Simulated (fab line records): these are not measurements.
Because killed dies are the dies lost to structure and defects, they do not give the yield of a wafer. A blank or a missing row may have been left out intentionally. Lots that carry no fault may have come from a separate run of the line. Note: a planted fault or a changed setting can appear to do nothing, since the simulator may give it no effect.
Chamber matching || flow nand-harc || 4 sister chambers for NHARC_A_CONTACT_STRIP_82 on rie-diel-06
The step strips in O2. 16 wafers are shown with their chamber, then 8 later ones without.

WAFERS, EACH WITH ITS CHAMBER
{"wafer": "L615.1", "chamber": 0, "showerhead-plenum-p-Torr (Torr)": 3.48, "drypump-motor-current-A (A)": 5.3, "rf-vpp-V (V)": 56.8}
{"wafer": "L615.5", "chamber": 2, "showerhead-plenum-p-Torr (Torr)": 3.69, "drypump-motor-current-A (A)": 5.1, "rf-vpp-V (V)": 58.4}
{"wafer": "L615.6", "chamber": 1, "showerhead-plenum-p-Torr (Torr)": 3.29, "drypump-motor-current-A (A)": 5.4, "rf-vpp-V (V)": 56.2}
{"wafer": "L618.1", "chamber": 0, "showerhead-plenum-p-Torr (Torr)": 3.48, "drypump-motor-current-A (A)": 5.3, "rf-vpp-V (V)": 57.8}
{"wafer": "L618.5", "chamber": 2, "showerhead-plenum-p-Torr (Torr)": 3.69, "drypump-motor-current-A (A)": 5.1, "rf-vpp-V (V)": 56.5}
{"wafer": "L618.6", "chamber": 3, "showerhead-plenum-p-Torr (Torr)": 3.68, "drypump-motor-current-A (A)": 6.6, "rf-vpp-V (V)": 58.3}
{"wafer": "L622.1", "chamber": 1, "showerhead-plenum-p-Torr (Torr)": 3.29, "drypump-motor-current-A (A)": 5.4, "rf-vpp-V (V)": 56.9}
{"wafer": "L622.5", "chamber": 3, "showerhead-plenum-p-Torr (Torr)": 3.68, "drypump-motor-current-A (A)": 6.7, "rf-vpp-V (V)": 59.1}
{"wafer": "L622.6", "chamber": 0, "showerhead-plenum-p-Torr (Torr)": 3.48, "drypump-motor-current-A (A)": 5.3, "rf-vpp-V (V)": 57.4}
{"wafer": "L626.2", "chamber": 3, "showerhead-plenum-p-Torr (Torr)": 3.68, "drypump-motor-current-A (A)": 6.7, "rf-vpp-V (V)": 58.3}
{"wafer": "L626.4", "chamber": 0, "showerhead-plenum-p-Torr (Torr)": 3.48, "drypump-motor-current-A (A)": 5.3, "rf-vpp-V (V)": 57.3}
{"wafer": "L626.6", "chamber": 2, "showerhead-plenum-p-Torr (Torr)": 3.68, "drypump-motor-current-A (A)": 5.0, "rf-vpp-V (V)": 59.2}
{"wafer": "L630.3", "chamber": 1, "showerhead-plenum-p-Torr (Torr)": 3.29, "drypump-motor-current-A (A)": 5.4, "rf-vpp-V (V)": 57.8}
{"wafer": "L630.4", "chamber": 2, "showerhead-plenum-p-Torr (Torr)": 3.68, "drypump-motor-current-A (A)": 5.0, "rf-vpp-V (V)": 58.5}
{"wafer": "L630.6", "chamber": 0, "showerhead-plenum-p-Torr (Torr)": 3.47, "drypump-motor-current-A (A)": 5.3, "rf-vpp-V (V)": 57.9}
{"wafer": "L631.1", "chamber": 2, "showerhead-plenum-p-Torr (Torr)": 3.68, "drypump-motor-current-A (A)": 5.0, "rf-vpp-V (V)": 58.2}

SIGNATURES, as means of the wafers listed above
{"reading": "showerhead-plenum-p-Torr", "chamber 0": 3.4780, "chamber 1": 3.2900, "chamber 2": 3.6840, "chamber 3": 3.6800, "scatter within a chamber": 0.00408}
{"reading": "drypump-motor-current-A", "chamber 0": 5.300, "chamber 1": 5.400, "chamber 2": 5.040, "chamber 3": 6.667, "scatter within a chamber": 0.0394}
{"reading": "rf-vpp-V", "chamber 0": 57.440, "chamber 1": 56.967, "chamber 2": 58.160, "chamber 3": 58.567, "scatter within a chamber": 0.736}
Rule: a wafer lies at a distance from a chamber equal to the root of the sum of squares, over the readings, of (its reading less the chamber's mean, divided by the reading's scatter). The wafer belongs to the nearest chamber; if the next one is less than 2 further off, it can't be placed. How the scatter is found: for the shown wafers, subtract from each reading the mean of its chamber, square and add these, divide the total by (wafers less chambers), then take the root.

WAFERS WITH NO CHAMBER GIVEN
{"wafer": "L631.5", "showerhead-plenum-p-Torr (Torr)": 3.68, "drypump-motor-current-A (A)": 5.0, "rf-vpp-V (V)": 57.9}
{"wafer": "L631.6", "showerhead-plenum-p-Torr (Torr)": 3.29, "drypump-motor-current-A (A)": 5.5, "rf-vpp-V (V)": 57.7}
{"wafer": "L635.2", "showerhead-plenum-p-Torr (Torr)": 3.67, "drypump-motor-current-A (A)": 6.6, "rf-vpp-V (V)": 56.9}
{"wafer": "L635.3", "showerhead-plenum-p-Torr (Torr)": 3.67, "drypump-motor-current-A (A)": 5.0, "rf-vpp-V (V)": 57.1}
{"wafer": "L635.6", "showerhead-plenum-p-Torr (Torr)": 3.47, "drypump-motor-current-A (A)": 5.3, "rf-vpp-V (V)": 58.8}
{"wafer": "L633.1", "showerhead-plenum-p-Torr (Torr)": 3.67, "drypump-motor-current-A (A)": 6.6, "rf-vpp-V (V)": 58.8}
{"wafer": "L633.5", "showerhead-plenum-p-Torr (Torr)": 3.67, "drypump-motor-current-A (A)": 6.6, "rf-vpp-V (V)": 57.8}
{"wafer": "L633.6", "showerhead-plenum-p-Torr (Torr)": 3.67, "drypump-motor-current-A (A)": 5.0, "rf-vpp-V (V)": 58.4}

WHICH CHAMBER EACH WENT THROUGH
{"wafer": "L631.5", "from the rows above": 2, "in truth": 2}
{"wafer": "L631.6", "from the rows above": 1, "in truth": 1}
{"wafer": "L635.2", "from the rows above": 3, "in truth": 3}
{"wafer": "L635.3", "from the rows above": 2, "in truth": 2}
{"wafer": "L635.6", "from the rows above": 0, "in truth": 0}
{"wafer": "L633.1", "from the rows above": 3, "in truth": 3}
{"wafer": "L633.5", "from the rows above": 3, "in truth": 3}
{"wafer": "L633.6", "from the rows above": 2, "in truth": 2}
8 of 8 placed correctly. Number that these rows cannot place: 0. Wrongly placed: 0.
